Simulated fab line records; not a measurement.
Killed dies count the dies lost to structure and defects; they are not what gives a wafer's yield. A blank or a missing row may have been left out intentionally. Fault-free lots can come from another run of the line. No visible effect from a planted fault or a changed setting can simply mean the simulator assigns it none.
fab line records ; flow n5-finfet
[record] lots = 7; wafers = 21; last-day = 21
route steps=1938 shown BEOL_M11@1548 PASSIVATION@1936
lots with no fault: from the same line, run without faults
start-h: start of the lot's first displayed wafer, in hours after the record's first day ; wait-h: how many hours have passed since the lot's step before this one ; " as in the row above ; L1.1+2: several wafers, shown together as one row ; - no value, or no start was given ; * or withheld: withheld ; < > ~ a bound
route shown NAME@n: NAME is a module with steps in the file, n the number in the route of the first one ; usual: the fault-free wafers' mean and standard deviation ; same: alike in all rows ; chamber/n: place in a boat ; sites: the reading at each site ; _std_site: standard deviation across them ; _edge_site: the outer-site mean with the inner-site mean subtracted ; radius-mm: for every site, how far away it sits from the centre of the wafer ; mask NAME#n: copy n ; behind: the most recent tool/chamber to have shaped the wafer ; hold: why the lot was held/for how many hours/how that ended ; device: names the non-switching transistor (n, p or np) ; end of line: the same wafers' tests at the end of the route ; a step given without rows: its recipe and nothing more ; killed: count of dies lost to structure and defects at first sort (not the wafer's yield) ; map: shows each die of a wafer: x if killed, . if not, _ if none is there
set.NAME: the setting that was run; set.NAME@STEP: the one run at that earlier step ; model.NAME: the simulator's own value behind a step, which no gauge read
a table for each step, a row for each wafer; lots at some steps of the route
services: from which hour (start-h, from the record's first day; less than 0 if before it) a tool's chamber was out of use, for how many hours, and why
[[steps]]
[step N5_BEOL_M11_DEVELOP_10]
[recipe] develop-time-s = 30; developer = TMAH; resist = CAR-ArF; rinse-liquid = diw; dry = air-spin; dev-temp-c = 23
[step N5_BEOL_M11_CD_MEAS_11]
[recipe] target-cd-nm = 64.1; landing-energy-ev = 500; detector = se-inlens; polarity = opening
[usual] cd-nm = 64.1/0.66
lot.wafer;tool;chamber;start-h;wait-h;cd-nm
L270.1;cd-sem-02;0;268.65;-;63.8
L270.3;cd-sem-02;0;268.65;-;65.7
L270.4;cd-sem-02;0;268.65;-;63.5
L280.1;cd-sem-03;0;336.30;-;63.9
L280.3;cd-sem-03;0;336.30;-;63.9
L280.6;cd-sem-03;0;336.30;-;63.1
L281.3;cd-sem-02;0;340.08;-;63.5
L281.5;cd-sem-02;0;340.08;-;63.5
L281.6;cd-sem-02;0;340.08;-;63.6
L283.2;cd-sem-01;0;350.11;-;64.2
L283.4;cd-sem-01;0;350.11;-;63.8
L283.6;cd-sem-01;0;350.11;-;65.1
L285.3;cd-sem-01;0;354.27;-;63.1
L285.5;cd-sem-01;0;354.27;-;63.8
L285.6;cd-sem-01;0;354.27;-;64.1
L286.1;cd-sem-01;0;391.79;-;64.1
L286.4;cd-sem-01;0;391.79;-;63.7
L286.6;cd-sem-01;0;391.79;-;65.3
L292.2;cd-sem-02;0;441.88;-;65.1
L292.3;cd-sem-02;0;441.88;-;64.1
L292.6;cd-sem-02;0;441.88;-;64.5
[step N5_BEOL_M11_OVL_MEAS_12]
[recipe] points-per-wafer = 44
[usual] M11_OVL = 0.0/0.76
lot.wafer;tool;chamber;start-h;wait-h;M11_OVL[nm]
L270.1;overlay-01;0;268.68;0.0;1.3
L270.3;overlay-01;0;268.68;0.0;0.6
L270.4;overlay-01;0;268.68;0.0;1.2
L280.1;overlay-01;0;336.33;0.0;0.3
L280.3;overlay-01;0;336.33;0.0;-0.9
L280.6;overlay-01;0;336.33;0.0;0.4
L281.3;overlay-02;0;340.11;0.0;1.5
L281.5;overlay-02;0;340.11;0.0;0.5
L281.6;overlay-02;0;340.11;0.0;1.0
L283.2;overlay-01;0;350.13;0.0;0.4
L283.4;overlay-01;0;350.13;0.0;0.1
L283.6;overlay-01;0;350.13;0.0;-1.0
L285.3;overlay-01;0;354.30;0.0;-0.1
L285.5;overlay-01;0;354.30;0.0;-0.8
L285.6;overlay-01;0;354.30;0.0;-1.3
L286.1;overlay-02;0;391.82;0.0;-1.0
L286.4;overlay-02;0;391.82;0.0;-0.6
L286.6;overlay-02;0;391.82;0.0;0.0
L292.2;overlay-01;0;441.90;0.0;-0.4
L292.3;overlay-01;0;441.90;0.0;0.6
L292.6;overlay-01;0;441.90;0.0;-0.1
[step N5_BEOL_M11_INSPECT_13]
[recipe] mode = adi; inspect-instrument = brightfield
[usual] raw-defect-count = 405/91
lot.wafer;tool;chamber;start-h;wait-h;raw-defect-count
L270.1;defect-inspect-02;-;268.70;0.0;621
L270.3;defect-inspect-02;-;268.70;0.0;564
L270.4;defect-inspect-02;-;268.70;0.0;361
L280.1;defect-inspect-01;-;336.35;0.0;410
L280.3;defect-inspect-01;-;336.35;0.0;346
L280.6;defect-inspect-01;-;336.35;0.0;345
L281.3;defect-inspect-02;-;340.14;0.0;460
L281.5;defect-inspect-02;-;340.14;0.0;556
L281.6;defect-inspect-02;-;340.14;0.0;472
L283.2;defect-inspect-02;-;350.16;0.0;377
L283.4;defect-inspect-02;-;350.16;0.0;329
L283.6;defect-inspect-02;-;350.16;0.0;323
L285.3;defect-inspect-02;-;354.33;0.0;358
L285.5;defect-inspect-02;-;354.33;0.0;461
L285.6;defect-inspect-02;-;354.33;0.0;486
L286.1;defect-inspect-02;-;391.84;0.0;334
L286.4;defect-inspect-02;-;391.84;0.0;331
L286.6;defect-inspect-02;-;391.84;0.0;290
L292.2;defect-inspect-01;-;441.93;0.0;405
L292.3;defect-inspect-01;-;441.93;0.0;366
L292.6;defect-inspect-01;-;441.93;0.0;457
[step N5_BEOL_M11_DESCUM_16]
[recipe] chemistry = O2; time-s = 7.9; source-power-w = 50; bias-power-w = 20; pressure-mtorr = 20; rf-frequency-hz = 2.712e+07; temp-c = 40; resist = CAR-ArF; o2-flow-sccm = 225
[usual] drypump-motor-current-A = 5.5/0.32; oes-product-au = 0.80/0.091; rf-vpp-V = 243.2/1.4; showerhead-plenum-p-Torr = 2.09/0.078; throttle-valve-pct = 20.41/0.29
[same] time-s = 7.9
lot.wafer;tool;chamber;start-h;wait-h;drypump-motor-current-A;oes-product-au;rf-hours-counter-h;rf-vpp-V;showerhead-plenum-p-Torr;throttle-valve-pct
L270.1;rie-diel-01;0;269.06;0.4;5.2;0.93;19;244.5;2.14;20.01
L270.3;rie-diel-01;1;269.06;0.4;5.6;0.96;6;244.4;2.13;20.28
L270.4;rie-diel-01;2;269.06;0.4;5.7;0.74;173;244.5;2.08;20.54
L280.1;rie-diel-05;1;336.39;0.0;5.6;0.71;215;242.9;2.07;20.56
L280.3;rie-diel-05;3;336.39;0.0;5.0;0.69;232;241.8;1.99;21.02
L280.6;rie-diel-05;1;336.39;0.0;5.7;0.71;-;242.2;2.07;20.56
L281.3;rie-diel-01;3;340.28;0.1;5.6;0.82;92;241.6;2.22;20.72
L281.5;rie-diel-01;0;340.28;0.1;5.2;0.89;-;245.2;2.13;20.05
L281.6;rie-diel-01;1;340.28;0.1;5.5;0.89;-;243.5;2.13;20.32
L283.2;rie-diel-01;3;350.19;0.0;5.6;0.82;94;245.1;2.22;20.73
L283.4;rie-diel-01;0;350.19;0.0;5.2;0.89;43;243.4;2.13;20.05
L283.6;rie-diel-01;1;350.19;0.0;5.5;0.90;-;244.2;2.12;20.34
L285.3;rie-diel-01;0;354.46;0.1;5.2;0.89;45;243.9;2.13;20.06
L285.5;rie-diel-01;2;354.46;0.1;5.7;0.72;-;243.0;2.07;20.57
L285.6;rie-diel-01;3;354.46;0.1;5.6;0.82;-;245.2;2.22;20.72
L286.1;rie-diel-06;2;391.88;0.0;6.0;0.69;237;241.7;1.97;20.80
L286.4;rie-diel-06;1;391.88;0.0;5.6;0.82;95;241.2;1.99;20.07
L286.6;rie-diel-06;0;391.88;0.0;5.2;0.72;-;242.5;2.06;20.33
L292.2;rie-diel-05;0;442.07;0.1;5.4;0.86;90;245.9;2.18;20.16
L292.3;rie-diel-05;1;442.07;0.1;5.6;0.70;244;243.2;2.06;20.60
L292.6;rie-diel-05;3;442.07;0.1;5.1;0.99;-;246.0;2.24;20.75
[step N5_BEOL_M11_ETCH_61]
[recipe] chemistry = CF4; target = SiARC; target-depth-a = 390; mask-material = CAR-ArF; time-s = 65; ion-energy-ev = 80; pressure-mtorr = 40; source-w = 545; bias-w = 36; Ar_flow_sccm = 100; cf4-flow-sccm = 100; ends = cleared
[step N5_BEOL_M11_ETCH_62]
[recipe] chemistry = N2/H2; target = SOC; target-depth-a = 1100; overetch-a = 220; mask-material = SiARC; temp-c = 40; time-s = 165; ion-energy-ev = 200; pressure-mtorr = 30; source-w = 840; bias-w = 150; n2-flow-sccm = 200; h2-flow-sccm = 200
[usual] drypump-motor-current-A = 5.5/0.32; oes-product-au = 0.68/0.07; rf-vpp-V = 524.1/2.7; showerhead-plenum-p-Torr = 2.55/0.1; throttle-valve-pct = 17.8/0.35
[same] time-s = 165
lot.wafer;tool;chamber;start-h;wait-h;drypump-motor-current-A;oes-product-au;rf-hours-counter-h;rf-vpp-V;showerhead-plenum-p-Torr;throttle-valve-pct
L270.1;rie-diel-01;0;269.15;0.0;5.2;0.78;19;525.2;2.58;17.2
L270.3;rie-diel-01;1;269.15;0.0;5.6;0.81;6;525.9;2.58;17.5
L270.4;rie-diel-01;2;269.15;0.0;5.7;0.64;173;523.6;2.55;18.0
L280.1;rie-diel-05;1;336.47;0.0;5.6;0.61;215;523.3;2.50;17.8
L280.3;rie-diel-05;3;336.47;0.0;5.0;0.60;232;521.1;2.41;18.5
L280.6;rie-diel-05;1;336.47;0.0;5.6;0.61;-;523.2;2.50;17.8
L281.3;rie-diel-01;3;340.37;0.0;5.5;0.69;92;528.1;2.71;18.2
L281.5;rie-diel-01;0;340.37;0.0;5.2;0.75;-;526.9;2.57;17.2
L281.6;rie-diel-01;1;340.37;0.0;5.6;0.76;-;524.8;2.57;17.6
L283.2;rie-diel-01;3;350.28;0.0;5.6;0.69;94;528.2;2.71;18.3
L283.4;rie-diel-01;0;350.28;0.0;5.2;0.74;43;524.7;2.57;17.2
L283.6;rie-diel-01;1;350.28;0.0;5.5;0.76;-;524.1;2.57;17.6
L285.3;rie-diel-01;0;354.55;0.0;5.2;0.75;45;524.5;2.56;17.2
L285.5;rie-diel-01;2;354.55;0.0;5.7;0.62;-;524.0;2.54;18.1
L285.6;rie-diel-01;3;354.55;0.0;5.6;0.69;-;527.5;2.71;18.3
L286.1;rie-diel-06;2;391.96;0.0;6.0;0.59;237;520.3;2.41;18.4
L286.4;rie-diel-06;1;391.96;0.0;5.7;0.69;95;522.3;2.46;17.8
L286.6;rie-diel-06;0;391.96;0.0;5.2;0.61;-;524.3;2.52;17.9
L292.2;rie-diel-05;0;442.16;0.0;5.4;0.71;90;527.3;2.68;17.7
L292.3;rie-diel-05;1;442.16;0.0;5.6;0.59;244;521.8;2.49;17.8
L292.6;rie-diel-05;3;442.16;0.0;5.1;0.81;-;527.6;2.72;18.2
[step N5_BEOL_M11_STRIP_68]
[recipe] chemistry = N2/H2; temp-c = 40; n2-flow-sccm = 200; h2-flow-sccm = 200; rf-frequency-hz = 6e+07
[step N5_BEOL_M11_STRIP_67]
[recipe] chemistry = CF4; resist = SiARC; power-w = 300; bias-power-w = 75; pressure-mtorr = 50; cf4-flow-sccm = 150; rf-frequency-hz = 6e+07
[usual] drypump-motor-current-A = 5.5/0.32; oes-product-au = 0.80/0.083; rf-vpp-V = 271.2/1.6; showerhead-plenum-p-Torr = 1.80/0.069; throttle-valve-pct = 13.62/0.27
lot.wafer;tool;chamber;start-h;wait-h;drypump-motor-current-A;oes-product-au;rf-hours-counter-h;rf-vpp-V;showerhead-plenum-p-Torr;throttle-valve-pct
L270.1;rie-diel-01;0;269.29;0.0;5.2;0.93;19;273.0;1.83;13.04
L270.3;rie-diel-01;1;269.29;0.0;5.5;0.96;6;271.8;1.83;13.41
L270.4;rie-diel-01;2;269.29;0.0;5.7;0.75;173;272.2;1.81;13.81
L280.1;rie-diel-05;1;336.62;0.0;5.7;0.72;216;272.0;1.78;13.83
L280.3;rie-diel-05;3;336.62;0.0;5.0;0.70;232;269.0;1.70;14.17
L280.6;rie-diel-05;1;336.62;0.0;5.6;0.72;-;270.2;1.78;13.85
L281.3;rie-diel-01;3;340.52;0.0;5.5;0.81;92;273.4;1.89;13.68
L281.5;rie-diel-01;0;340.52;0.0;5.2;0.89;-;271.8;1.82;13.08
L281.6;rie-diel-01;1;340.52;0.0;5.5;0.89;-;271.6;1.83;13.45
L283.2;rie-diel-01;3;350.42;0.0;5.5;0.81;94;273.4;1.89;13.68
L283.4;rie-diel-01;0;350.42;0.0;5.2;0.88;43;272.3;1.82;13.11
L283.6;rie-diel-01;1;350.42;0.0;5.6;0.89;-;272.3;1.83;13.47
L285.3;rie-diel-01;0;354.70;0.0;5.2;0.88;45;271.7;1.82;13.09
L285.5;rie-diel-01;2;354.70;0.0;5.7;0.73;-;272.2;1.80;13.85
L285.6;rie-diel-01;3;354.70;0.0;5.6;0.81;-;271.5;1.89;13.69
L286.1;rie-diel-06;2;392.11;0.0;6.0;0.70;237;268.5;1.71;14.01
L286.4;rie-diel-06;1;392.11;0.0;5.6;0.82;95;269.2;1.75;13.47
L286.6;rie-diel-06;0;392.11;0.0;5.2;0.72;-;269.5;1.78;13.70
L292.2;rie-diel-05;0;442.30;0.0;5.3;0.83;90;274.0;1.91;13.58
L292.3;rie-diel-05;1;442.30;0.0;5.6;0.70;244;272.0;1.77;13.89
L292.6;rie-diel-05;3;442.30;0.0;5.1;0.96;-;274.3;1.91;13.64
[step N5_BEOL_M11_HM_OPEN_17]
[recipe] chemistry = Cl2/BCl3; target-depth-a = 200; overetch-a = 60; target = TiN; mask-material = SOC; ion-energy-ev = 150; pressure-mtorr = 10; icp-w = 1000; bias-w = 126; Cl2_flow_sccm = 53.25; bcl3-flow-sccm = 21.75; Ar_flow_sccm = 25
[usual] drypump-motor-current-A = 6.1/0.59; oes_ar_750_au = 0.79/0.089; oes-product-au = 0.67/0.077; throttle-valve-pct = 22.20/0.24
lot.wafer;tool;chamber;start-h;wait-h;drypump-motor-current-A;oes_ar_750_au;oes-product-au;rf-hours-counter-h;throttle-valve-pct
L270.1;rie-metal-01;0;269.34;0.0;5.1;0.92;0.80;4;22.27
L270.3;rie-metal-01;1;269.34;0.0;5.6;0.70;0.59;-;22.21
L270.4;rie-metal-01;0;269.34;0.0;5.2;0.92;0.81;-;22.29
L280.1;rie-metal-02;1;336.70;0.1;6.7;0.75;0.65;50;22.37
L280.3;rie-metal-02;1;336.70;0.1;6.7;0.74;0.65;-;22.38
L280.6;rie-metal-02;0;336.70;0.1;6.4;0.70;0.58;-;22.41
L281.3;rie-metal-02;1;340.59;0.1;6.7;0.74;0.64;-;22.38
L281.5;rie-metal-02;0;340.59;0.1;6.4;0.70;0.57;-;22.44
L281.6;rie-metal-02;1;340.59;0.1;6.7;0.73;0.65;-;22.37
L283.2;rie-metal-02;1;350.46;0.0;6.7;0.73;0.64;51;22.37
L283.4;rie-metal-02;0;350.46;0.0;6.4;0.70;0.58;-;22.40
L283.6;rie-metal-02;0;350.46;0.0;6.4;0.70;0.58;-;22.43
L285.3;rie-metal-02;1;354.77;0.1;6.7;0.74;0.65;-;22.38
L285.5;rie-metal-02;0;354.77;0.1;6.4;0.69;0.59;-;22.40
L285.6;rie-metal-02;1;354.77;0.1;6.7;0.74;0.65;-;22.39
L286.1;rie-metal-02;0;392.15;0.0;6.4;0.69;0.58;95;22.41
L286.4;rie-metal-02;1;392.15;0.0;6.7;0.73;0.64;-;22.35
L286.6;rie-metal-02;0;392.15;0.0;6.4;0.69;0.58;-;22.40
L292.2;rie-metal-01;0;442.34;0.0;5.1;0.84;0.74;16;22.34
L292.3;rie-metal-01;0;442.34;0.0;5.2;0.84;0.74;-;22.32
L292.6;rie-metal-01;0;442.34;0.0;5.1;0.84;0.74;-;22.32
[step N5_BEOL_M11_STRIP_19]
[recipe] chemistry = O2; power-w = 400; temp-c = 40; pressure-mtorr = 30; rf-frequency-hz = 6e+07; bias-power-w = 0; overash-fraction = 0.2; o2-flow-sccm = 225
[usual] drypump-motor-current-A = 5.6/0.34; oes-product-au = 0.80/0.085; rf-vpp-V = 3.6/0.66; showerhead-plenum-p-Torr = 2.08/0.079; throttle-valve-pct = 16.65/0.28
lot.wafer;tool;chamber;start-h;wait-h;drypump-motor-current-A;oes-product-au;rf-hours-counter-h;rf-vpp-V;showerhead-plenum-p-Torr;throttle-valve-pct
L270.1;rie-diel-06;1;269.45;0.1;5.7;0.87;62;3.3;2.01;16.31
L270.3;rie-diel-06;2;269.45;0.1;6.0;0.73;201;3.6;1.99;16.96
L270.4;rie-diel-06;3;269.45;0.1;6.4;0.74;206;4.5;1.99;16.42
L280.1;rie-diel-01;2;336.81;0.1;5.7;0.72;195;3.4;2.08;16.80
L280.3;rie-diel-01;0;336.81;0.1;5.2;0.88;40;3.2;2.13;16.25
L280.6;rie-diel-01;2;336.81;0.1;5.7;0.71;-;3.8;2.08;16.81
L281.3;rie-diel-01;0;340.67;0.1;5.2;0.88;41;2.5;2.13;16.24
L281.5;rie-diel-01;3;340.67;0.1;5.5;0.83;-;3.5;2.23;16.88
L281.6;rie-diel-01;2;340.67;0.1;5.7;0.72;-;2.3;2.08;16.80
L283.2;rie-diel-01;0;350.61;0.1;5.2;0.89;43;2.6;2.13;16.23
L283.4;rie-diel-01;3;350.61;0.1;5.5;0.83;94;4.2;2.23;16.88
L283.6;rie-diel-01;2;350.61;0.1;5.7;0.72;-;3.4;2.08;16.82
L285.3;rie-diel-05;3;354.85;0.1;5.0;0.69;237;4.1;1.99;17.28
L285.5;rie-diel-05;2;354.85;0.1;5.5;0.92;-;3.8;2.07;16.49
L285.6;rie-diel-05;1;354.85;0.1;5.6;0.71;-;4.7;2.07;16.90
L286.1;rie-diel-01;3;392.26;0.1;5.5;0.82;104;3.6;2.22;16.89
L286.4;rie-diel-01;1;392.26;0.1;5.6;0.88;42;3.5;2.12;16.58
L286.6;rie-diel-01;0;392.26;0.1;5.2;0.88;-;3.7;2.13;16.24
L292.2;rie-diel-06;0;442.45;0.1;5.2;0.70;239;3.7;2.05;16.67
L292.3;rie-diel-06;2;442.45;0.1;6.0;0.67;250;4.0;1.97;17.08
L292.6;rie-diel-06;0;442.45;0.1;5.2;0.71;-;4.1;2.05;16.66
[step N5_BEOL_M11_CD_MEAS_18]
[recipe] pitch-nm = 140; target-cd-nm = 70
[usual] cd-nm = 70.0/0.78
lot.wafer;tool;chamber;start-h;wait-h;cd-nm
L270.1;cd-sem-03;-;269.52;0.0;69.6
L270.3;cd-sem-03;-;269.52;0.0;71.5
L270.4;cd-sem-03;-;269.52;0.0;69.5
L280.1;cd-sem-03;-;336.88;0.0;70.0
L280.3;cd-sem-03;-;336.88;0.0;69.6
L280.6;cd-sem-03;-;336.88;0.0;69.6
L281.3;cd-sem-02;-;340.74;0.1;69.3
L281.5;cd-sem-02;-;340.74;0.1;68.3
L281.6;cd-sem-02;-;340.74;0.1;68.9
L283.2;cd-sem-02;-;350.68;0.1;69.7
L283.4;cd-sem-02;-;350.68;0.1;68.9
L283.6;cd-sem-02;-;350.68;0.1;71.1
L285.3;cd-sem-03;-;354.92;0.1;68.7
L285.5;cd-sem-03;-;354.92;0.1;69.9
L285.6;cd-sem-03;-;354.92;0.1;70.0
L286.1;cd-sem-03;-;392.33;0.0;70.6
L286.4;cd-sem-03;-;392.33;0.0;69.7
L286.6;cd-sem-03;-;392.33;0.0;71.0
L292.2;cd-sem-01;-;442.52;0.1;71.5
L292.3;cd-sem-01;-;442.52;0.1;70.0
L292.6;cd-sem-01;-;442.52;0.1;70.4
[step N5_BEOL_M11_COAT_63]
[recipe] resist = SOC; temp-c = 250; time-s = 60; spin-rpm = 1500; resist-thk-nm = 100
[usual] heater-power-total-W = 500.5/1.7; plate-temp-C = 250.01/0.19; resist-line-temp-C = 22.96/0.11
[same] time-s = 60
lot.wafer;tool;chamber;start-h;wait-h;heater-power-total-W;plate-temp-C;resist-line-temp-C
L270.1;litho-track-04;0;271.49;2.0;498.3;250.39;22.86
L270.3;litho-track-04;0;271.49;2.0;503.0;249.91;22.90
L270.4;litho-track-04;0;271.49;2.0;497.6;249.88;22.83
L280.1;litho-track-01;0;338.22;1.3;823.7;263.98;22.81
L280.3;litho-track-01;0;338.22;1.3;823.7;263.96;23.01
L280.6;litho-track-01;0;338.22;1.3;824.8;264.00;22.84
L281.3;litho-track-04;0;342.14;1.4;502.0;250.14;22.95
L281.5;litho-track-04;0;342.14;1.4;499.5;250.14;23.04
L281.6;litho-track-04;0;342.14;1.4;499.3;250.52;22.93
L283.2;litho-track-01;0;352.81;2.1;824.5;263.88;22.98
L283.4;litho-track-01;0;352.81;2.1;821.8;263.84;22.93
L283.6;litho-track-01;0;352.81;2.1;824.0;264.10;23.01
L285.3;litho-track-01;0;355.34;0.4;821.5;264.04;23.00
L285.5;litho-track-01;0;355.34;0.4;824.8;263.82;23.02
L285.6;litho-track-01;0;355.34;0.4;821.8;264.15;23.16
L286.1;litho-track-04;0;394.12;1.8;500.3;249.95;23.03
L286.4;litho-track-04;0;394.12;1.8;503.0;249.92;23.02
L286.6;litho-track-04;0;394.12;1.8;500.8;249.85;22.79
L292.2;litho-track-01;0;445.79;3.3;498.6;250.01;22.74
L292.3;litho-track-01;0;445.79;3.3;501.2;249.76;22.77
L292.6;litho-track-01;0;445.79;3.3;501.5;249.94;22.77
[step N5_BEOL_M11_COAT_64]
[recipe] resist = SiARC; temp-c = 220; time-s = 60; spin-rpm = 1500; resist-thk-nm = 30
[step N5_PASSIVATION_PROBE_49]
[usual] defect-limited-yield = 91.2/1.5; killed_at_M0_to_M3 = 35/12; killed_at_M4_up = 14/5.1; killed-at-contacts = 13/6; killed-at-front-end = 38/12; killed-at-other = 4/3.5; killed-dies = 104/18; killed-open = 68/13; killed-short = 33/8.1; sort_bin_4_leakage = 0.00/0.044; sort_bin_5_function = 5.2/1; sort_bin_6_memory = 3.2/0.69; sort-n-pass = 1076/18; sort-yield-pct = 91.2/1.5
[same] gross-dies = 1180; killed-at-back-side = 0; sort_bin_8_speed[%] = 0
lot.wafer;tool;chamber;start-h;wait-h;defect-limited-yield[%];killed_at_M0_to_M3;killed_at_M4_up;killed-at-contacts;killed-at-front-end;killed-at-other;killed-dies;killed-open;killed-short;sort_bin_4_leakage[%];sort_bin_5_function[%];sort_bin_6_memory[%];sort-n-pass;sort-yield-pct[%]
L280.1;prober-02;-;377.05;0.0;92.8;15;15;12;41;2;85;66;19;0;3.6;3.2;1095;92.8
L280.3;prober-02;-;377.15;0.1;92.6;19;10;12;39;7;87;58;27;0;5.0;1.9;1093;92.6
L281.3;prober-02;-;386.81;0.1;89.7;59;15;15;29;4;122;73;49;0;6.7;2.9;1058;89.7
L281.5;prober-02;-;386.91;0.2;89.4;59;14;10;31;11;125;88;37;0;6.4;4.2;1055;89.4
L281.6;prober-02;-;386.96;0.3;91.4;45;19;6;32;0;102;72;30;0;5.1;3.5;1078;91.4
L283.4;prober-02;-;403.37;0.2;89.7;42;12;18;47;3;122;69;39;0;5.6;3.3;1058;89.7
// killed by level:class
L280.1 STI_FIN_REVEAL:geometric-particle:open=17 MOL_CONTACT_COAG:geometric-particle:open=12 BEOL_M1:geometric-particle:open=6 BEOL_M4:geometric-particle:open=6 DUMMY_GATE:geometric-particle:open=5 FIN_SAQP:geometric-particle:open=4 GATE_CUT:geometric-particle:short=4 FIN_SAQP:geometric-particle:short=3
L280.3 MOL_CONTACT_COAG:geometric-particle:open=8 FIN_SAQP:geometric-particle:open=5 STI_FIN_REVEAL:geometric-particle:open=5 BEOL_M1:geometric-particle:open=5 BEOL_M2:geometric-particle:open=5 FIN_SAQP:geometric-particle:short=4 DUMMY_GATE:geometric-particle:open=4 MOL_CONTACT_COAG:geometric-particle:short=4
L281.3 BEOL_M0_SAQP:geometric-particle:short=15 MOL_CONTACT_COAG:geometric-particle:open=14 FIN_SAQP:geometric-particle:short=10 BEOL_M0_SAQP:geometric-particle:open=10 BEOL_M3:geometric-particle:open=10 BEOL_M0:geometric-particle:open=6 FIN_SAQP:geometric-particle:open=5 BEOL_M2:geometric-particle:short=5
L281.5 BEOL_M1:geometric-particle:open=14 BEOL_M3:geometric-particle:open=13 FIN_SAQP:geometric-particle:open=11 BEOL_M0_SAQP:geometric-particle:open=11 MOL_CONTACT_COAG:geometric-particle:open=10 BEOL_M2:geometric-particle:open=8 BEOL_M0_SAQP:geometric-particle:short=6 BEOL_M4:geometric-particle:open=6
L281.6 BEOL_M3:geometric-particle:open=11 BEOL_M5:geometric-particle:open=11 BEOL_M2:geometric-particle:open=8 FIN_SAQP:geometric-particle:short=7 BEOL_M0:geometric-particle:open=7 BEOL_M0_SAQP:geometric-particle:open=7 FIN_SAQP:geometric-particle:open=6 BEOL_M0_SAQP:geometric-particle:short=5
L283.4 MOL_CONTACT_COAG:geometric-particle:open=13 HKMG_FIN:area-etch=12 BEOL_M1:geometric-particle:open=9 FIN_SAQP:geometric-particle:open=8 BEOL_M2:geometric-particle:open=8 STI_FIN_REVEAL:geometric-particle:open=7 BEOL_M1:geometric-particle:short=6 GATE_CUT:geometric-particle:short=5
[[services]]
tool;chamber;start-h;hours;kind
rie-diel-06;3;253.95;6.9;repair
rie-diel-05;2;269.89;-;clean
rie-diel-05;2;269.89;-;consumable-replace:focus-ring
rie-diel-05;2;269.89;29.1;scheduled-down
rie-diel-05;2;269.89;29.1;vent-cycle
rie-diel-06;-;285.04;0.6;repair
rie-diel-05;-;299.85;2.8;pm
rie-diel-06;2;302.75;5.4;repair
rie-diel-06;-;327.61;1.9;repair
rie-diel-06;3;331.79;18.0;repair
rie-metal-01;-;333.04;14.6;pm
rie-diel-06;1;344.77;6.9;repair
rie-metal-02;-;358.24;1.0;repair
rie-diel-05;0;376.44;12.7;repair
rie-metal-01;0;384.34;1.5;repair
rie-metal-01;-;393.53;0.2;repair
rie-metal-01;-;399.31;4.3;pm
rie-diel-05;3;407.75;-;clean
rie-diel-05;3;407.75;-;consumable-replace:focus-ring
rie-diel-05;3;407.75;-;consumable-replace:showerhead
rie-diel-05;3;407.75;22.4;scheduled-down
rie-diel-05;3;407.75;22.4;vent-cycle
rie-diel-01;1;410.33;9.9;repair
rie-diel-05;-;443.61;2.3;repair
[[key]]
[first-sign] step = N5_BEOL_M11_COAT_63; reading = heater-power-total-W; direction = up; sigmas = 99+; usual = *; struck = *
[effect] step = N5_BEOL_M11_COAT_63; reading = plate-temp-C; direction = up; sigmas = 73; usual = *; struck = *
met-at N5_BEOL_M11_COAT_63
struck-wafers L280.1,L280.3,L280.6,L283.2,L283.4,L283.6,L285.3,L285.5,L285.6
[baseline-loss] step = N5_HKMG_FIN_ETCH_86; wafers = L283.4
[fault] kind = process-parameter-drift; tool = litho-track-01; chamber = -; onset-h = 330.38; steps = N5_BEOL_M11_COAT_63; channel = temp-c; offset = *; shape = step; end-h = 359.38; acts-in = *; stated = *
// baseline-loss: these wafers lose ten dies or more at that step, a loss of the line's own and not of a fault; the sort's usual values leave them out
